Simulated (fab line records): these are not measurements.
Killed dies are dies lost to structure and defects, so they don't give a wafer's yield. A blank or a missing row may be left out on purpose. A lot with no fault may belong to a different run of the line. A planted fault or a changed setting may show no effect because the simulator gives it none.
fab line records	flow nand-harc
record: lots: 13	wafers: 38	last-day: 24
route steps=1159 shown A_STAIRCASE@713 A_SGD_CUT@765
lots with no fault: from the same line, run without faults
start-h: the number of hours between the record's first day and the start of the first shown wafer of the lot	wait-h: hours from the lot's prior step to this one	" unchanged from the row above	L1.1+2: several wafers, shown together as one row	- value missing, or start not given	* or withheld: withheld	< > ~ a bound
route shown NAME@n: names a module that has steps shown in the file, with the first one's number in the route	usual: average and standard deviation across the fault-free wafers	same: alike in all rows	chamber/n: place in a boat	sites: readings site by site	_std_site: how widely they spread, as a standard deviation	_edge_site: mean of outer sites minus mean of inner sites	radius-mm: for every site, how far away it sits from the centre of the wafer	mask NAME#n: copy n	behind: the tool/chamber that last shaped the wafer	hold: why the lot went on hold/how many hours it stayed there/how the hold came to an end	device: which transistor (n, p or np) failed to switch	end of line: the tests these same wafers got at the end of their route	step lacking rows: just its recipe	killed: count of dies lost to structure and defects at first sort (not the wafer's yield)	map: the dies of a wafer, with x for killed, . for not killed, _ for no die there
set.NAME: the run value of the setting; set.NAME@STEP: its run value at that earlier step	model.NAME: the simulator's own value behind a step, which no gauge read
route steps across a sampled set of lots; one table per step, one row per wafer
services: the hour from which a tool's chamber was out of use, counted from the record's first day as start-h (under 0 if before that day), plus the number of hours and why
== steps ==
step: NHARC_A_STAIRCASE_DEP_325
recipe: target-thk-a: 38000	temp-c: 400	target-thk-nm: 3800	teos-flow-sccm: 200	rf-w: 500	material: SiO2
usual: heater-power-w: 656/120	susceptor-temp-C: 400.02/0.21
lot.wafer	tool	chamber	start-h	wait-h	heater-power-w	susceptor-temp-C
L934.1	pecvd-01	1	298.60	0.1	793	399.79
L934.2	"	0	"	"	645	399.67
L934.6	"	0	"	"	588	400.14
L935.3	pecvd-04	0	298.62	0.1	673	400.17
L935.1	"	1	"	"	949	400.26
L935.5	"	2	"	"	427	399.71
L937.2	pecvd-02	0	308.06	0.1	508	400.11
L937.4	"	0	"	"	497	400.31
L937.5	"	1	"	"	670	399.82
L941.2	pecvd-04	0	340.22	0.2	668	400.40
L941.6	"	2	"	"	425	399.80
L941.4	"	0	"	"	609	400.09
L942.1	pecvd-01	1	353.92	0.2	703	400.00
L942.4	"	1	"	"	681	400.17
L947.1	pecvd-02	2	377.22	0.6	756	400.13
L947.3	"	0	"	"	580	400.03
L947.2	"	1	"	"	786	400.08
L948.2	pecvd-01	0	395.86	0.2	674	400.05
L948.4	"	2	"	"	586	399.96
L948.5	"	0	"	"	600	400.16
L950.2	pecvd-02	2	400.02	0.3	754	400.02
L950.4	"	0	"	"	510	400.27
L950.6	"	2	"	"	637	400.04
L954.3	pecvd-04	1	419.92	0.1	919	400.08
L954.4	"	2	"	"	414	400.01
L954.5	"	0	"	"	600	399.93
L956.1	pecvd-02	0	420.02	0.2	634	400.41
L956.3	"	1	"	"	679	399.99
L956.5	"	1	"	"	677	400.01
L953.2	pecvd-02	2	420.58	0.7	651	400.25
L953.5	"	1	"	"	664	399.76
L953.4	"	2	"	"	635	400.17
L955.2	pecvd-04	0	420.59	0.7	640	399.70
L955.6	"	2	"	"	423	399.93
L955.5	"	0	"	"	606	399.45
L957.1	pecvd-02	2	433.15	0.2	779	400.02
L957.2	"	0	"	"	576	399.77
L957.5	"	0	"	"	503	399.74
step: NHARC_A_STAIRCASE_CMP_152
usual: motor-current-A: 12.3/1.5
lot.wafer	tool	chamber	start-h	wait-h	motor-current-A
L934.2	cmp-03	1	310.48	0.1	12.3
L934.1	"	2	"	"	14.0
L934.6	"	2	"	"	14.4
L935.3	cmp-01	0	311.06	0.1	12.0
L935.1	"	3	"	"	12.1
L935.5	"	1	"	"	13.9
L937.2	cmp-03	1	325.20	0.1	12.5
L937.4	"	3	"	"	12.6
L937.5	"	0	"	"	10.0
L941.2	cmp-02	0	355.45	0.1	12.6
L941.4	"	1	"	"	12.5
L941.6	"	0	"	"	11.8
L942.1	cmp-03	1	365.53	0.1	13.4
L942.4	"	2	"	"	14.0
L947.1	cmp-02	1	388.93	0.1	12.0
L947.2	"	3	"	"	13.0
L947.3	"	0	"	"	12.3
L948.2	cmp-03	2	407.05	0.1	14.4
L948.4	"	3	"	"	12.5
L948.5	"	2	"	"	15.0
L950.4	cmp-01	3	419.91	0.1	11.8
L950.2	"	1	"	"	14.5
L950.6	"	0	"	"	12.2
L953.4	cmp-01	2	433.89	0.1	9.7
L953.2	"	3	"	"	11.5
L953.5	"	2	"	"	9.5
L956.1	cmp-03	3	434.48	0.1	12.7
L956.3	"	0	"	"	9.5
L956.5	"	1	"	"	13.7
L954.3	cmp-01	3	434.85	0.1	11.8
L954.4	"	2	"	"	9.3
L954.5	"	0	"	"	11.9
L955.2	cmp-03	3	435.83	0.1	12.2
L955.5	"	2	"	"	14.4
L955.6	"	3	"	"	13.4
L957.1	cmp-03	2	444.87	0.1	14.4
L957.2	"	3	"	"	11.8
L957.5	"	1	"	"	12.6
step: NHARC_A_SGD_CUT_ETCH_16
recipe: target-depth-a: 3105	time-s: 155.2	c4f8-flow-sccm: withheld	o2-flow-sccm: 8	ar-flow-sccm: withheld	rf-w: 600	bias-w: 800	chemistry: C4F8/O2/Ar
usual: oes-product-au: 0.970/0.017	rf-vpp-V: 724/4.8
lot.wafer	tool	chamber	start-h	wait-h	oes-product-au	rf-hours-counter-h	rf-vpp-V
L934.1	rie-diel-10	1	-	-	0.974	8	729
L934.2	"	2	"	"	0.972	7	729
L934.6	"	0	"	"	0.976	-	719
L935.3	rie-diel-11	0	-	-	0.961	15	717
L935.1	"	2	"	"	0.974	14	722
L935.5	"	2	"	"	0.969	-	721
L937.4	rie-diel-10	1	-	-	0.962	9	731
L937.2	"	0	"	"	0.975	9	720
L937.5	"	1	"	"	0.967	-	729
L941.4	rie-diel-11	0	-	-	0.986	20	718
L941.2	"	1	"	"	0.976	19	721
L941.6	"	0	"	"	1.001	-	717
L942.4	rie-diel-08	0	-	-	0.980	5	720
L942.1	"	2	"	"	0.959	5	726
L947.3	rie-diel-11	2	-	-	0.978	2	722
L947.1	"	3	"	"	0.991	3	717
L947.2	"	0	"	"	0.978	2	717
L948.2	rie-diel-10	2	-	-	0.986	4	730
L948.4	"	3	"	"	0.983	4	727
L948.5	"	3	"	"	0.970	-	726
L950.2	rie-diel-08	0	-	-	0.989	11	720
L950.6	"	0	"	"	0.988	-	721
L950.4	"	3	"	"	0.973	-	722
L953.2	rie-diel-10	0	-	-	0.940	6	718
L953.4	"	1	"	"	0.928	6	729
L953.5	"	1	"	"	0.931	-	730
L956.1	rie-diel-08	3	-	-	0.954	13	722
L956.3	"	2	"	"	0.941	10	727
L956.5	"	3	"	"	0.952	-	722
L954.4	rie-diel-11	0	-	-	0.970	8	717
L954.3	"	2	"	"	0.992	9	723
L954.5	"	0	"	"	0.970	-	718
L955.2	rie-diel-10	0	-	-	0.978	7	719
L955.5	"	3	"	"	0.975	-	727
L955.6	"	0	"	"	0.956	-	719
L957.1	rie-diel-10	0	-	-	0.971	7	718
L957.2	"	1	"	"	0.969	7	729
L957.5	"	0	"	"	0.981	-	717
step: NHARC_A_SGD_CUT_DEP_20
recipe: target-thk-a: 1500	temp-c: 65	material: SiO2
usual: susceptor-temp-C: 65.01/0.11
lot.wafer	tool	chamber	start-h	wait-h	susceptor-temp-C
L934.1	fcvd-02	1	314.28	-	64.91
L934.2	"	0	"	"	65.00
L934.6	"	0	"	"	65.04
L935.1	fcvd-02	1	315.15	-	-
L935.3	"	0	"	"	-
L935.5	"	0	"	"	-
L937.2	fcvd-01	1	329.03	-	65.11
L937.4	"	0	"	"	64.97
L937.5	"	0	"	"	65.16
L941.2	fcvd-02	1	359.56	-	65.06
L941.4	"	1	"	"	65.07
L941.6	"	1	"	"	65.17
L942.1	fcvd-02	1	369.76	-	64.93
L942.4	"	0	"	"	65.10
L947.2	fcvd-01	0	392.96	-	65.08
L947.1	"	1	"	"	64.88
L947.3	"	0	"	"	65.08
L948.2	fcvd-01	0	411.04	-	65.00
L948.4	"	1	"	"	64.92
L948.5	"	0	"	"	64.86
L950.2	fcvd-01	0	423.95	-	64.92
L950.4	"	1	"	"	64.99
L950.6	"	1	"	"	65.12
L953.2	fcvd-01	0	438.06	-	-
L953.4	"	1	"	"	-
L953.5	"	0	"	"	-
L956.1	fcvd-02	1	438.58	-	65.03
L956.3	"	0	"	"	64.99
L956.5	"	0	"	"	64.99
L954.4	fcvd-01	0	438.88	-	65.06
L954.3	"	1	"	"	64.96
L954.5	"	1	"	"	65.05
L955.2	fcvd-02	1	439.90	-	-
L955.6	"	1	"	"	-
L955.5	"	0	"	"	-
L957.1	fcvd-01	1	448.72	-	65.12
L957.2	"	0	"	"	64.86
L957.5	"	0	"	"	64.96
step: NHARC_A_SGD_CUT_THK_MEAS_22
recipe: thk-meas-gauge: ellipsometry
usual: thk-nm: 147.5/1.4
lot.wafer	tool	chamber	start-h	wait-h	thk-nm
L934.1	film-metro-02	-	319.63	0.2	146.8
L934.2	"	-	"	"	149.2
L934.6	"	-	"	"	148.2
L935.1	film-metro-01	-	319.63	0.2	150.1
L935.3	"	-	"	"	147.9
L935.5	"	-	"	"	145.3
L937.2	film-metro-01	-	337.09	0.2	146.7
L937.4	"	-	"	"	145.6
L937.5	"	-	"	"	147.9
L941.2	film-metro-02	-	365.85	0.2	136.0
L941.4	"	-	"	"	148.5
L941.6	"	-	"	"	148.4
L942.1	film-metro-02	-	375.87	0.2	137.4
L942.4	"	-	"	"	147.7
L947.1	film-metro-02	-	396.95	0.2	147.0
L947.2	"	-	"	"	148.1
L947.3	"	-	"	"	149.0
L948.2	film-metro-02	-	418.70	0.2	145.4
L948.4	"	-	"	"	147.4
L948.5	"	-	"	"	147.5
L950.2	film-metro-02	-	426.42	0.2	147.6
L950.4	"	-	"	"	149.5
L950.6	"	-	"	"	148.4
L953.2	film-metro-02	-	444.14	0.2	148.6
L953.4	"	-	"	"	150.6
L953.5	"	-	"	"	149.6
L954.3	film-metro-01	-	444.14	0.2	148.1
L954.4	"	-	"	"	148.8
L954.5	"	-	"	"	147.1
L956.1	film-metro-02	-	444.14	0.2	146.3
L956.3	"	-	"	"	148.5
L956.5	"	-	"	"	147.8
L955.2	film-metro-02	-	444.29	0.2	146.8
L955.5	"	-	"	"	147.7
L955.6	"	-	"	"	146.0
L957.1	film-metro-02	-	454.94	0.2	146.5
L957.2	"	-	"	"	145.4
L957.5	"	-	"	"	149.2
== services ==
tool	chamber	start-h	hours	kind
cmp-01	-	277.50	4.0	pm
cmp-03	-	277.71	1.1	repair
cmp-03	-	284.89	1.5	repair
cmp-01	-	285.82	2.0	repair
cmp-01	-	288.07	1.1	repair
fcvd-01	-	292.00	13.0	pm
cmp-03	-	296.10	4.2	repair
rie-diel-10	2	298.33	8.1	repair
fcvd-02	-	302.33	0.2	repair
rie-diel-11	1	312.19	5.3	repair
rie-diel-11	3	320.89	4.7	repair
fcvd-01	-	331.61	1.1	repair
pecvd-02	-	334.61	13.0	pm
cmp-03	-	343.88	3.1	repair
rie-diel-11	2	347.51	4.3	repair
rie-diel-10	-	353.50	9.0	pm
cmp-03	-	353.83	4.0	pm
cmp-01	-	354.35	3.8	repair
cmp-03	-	358.02	0.2	repair
cmp-03	-	358.46	1.6	repair
fcvd-02	1	360.86	4.9	repair
fcvd-02	-	370.04	1.1	repair
rie-diel-10	-	376.53	2.5	repair
fcvd-02	-	393.59	13.0	pm
== key ==
first-sign: step: NHARC_A_SGD_CUT_THK_MEAS_22	reading: thk-nm	direction: down	sigmas: 7.6	usual: 147.5	struck: 136.7
effect none on later readings
met-at NHARC_A_SGD_CUT_DEP_20
struck-lots L941,L942
struck-wafers L941.2,L942.1
tester-left-out L941,L942
not-acting-at NHARC_A_STAIRCASE_DEP_325,NHARC_A_STAIRCASE_CMP_152,NHARC_A_SGD_CUT_ETCH_16
onset-between 315.15 359.56
fault: kind: process-parameter-drift	tool: fcvd-02	chamber: -	onset-h: 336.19	steps: NHARC_A_SGD_CUT_DEP_20	channel: target-thk-a	offset: *	shape: step	end-h: 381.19	scope: struck-wafers-only	stated: *
tester-left-out: of these lots the tester's yield and bins aren't shown, on N5 and GAA mostly nor the transistor test; their killed dies are dies lost to structure and defects alone, not to doping, threshold or leakage, so they don't give the yield
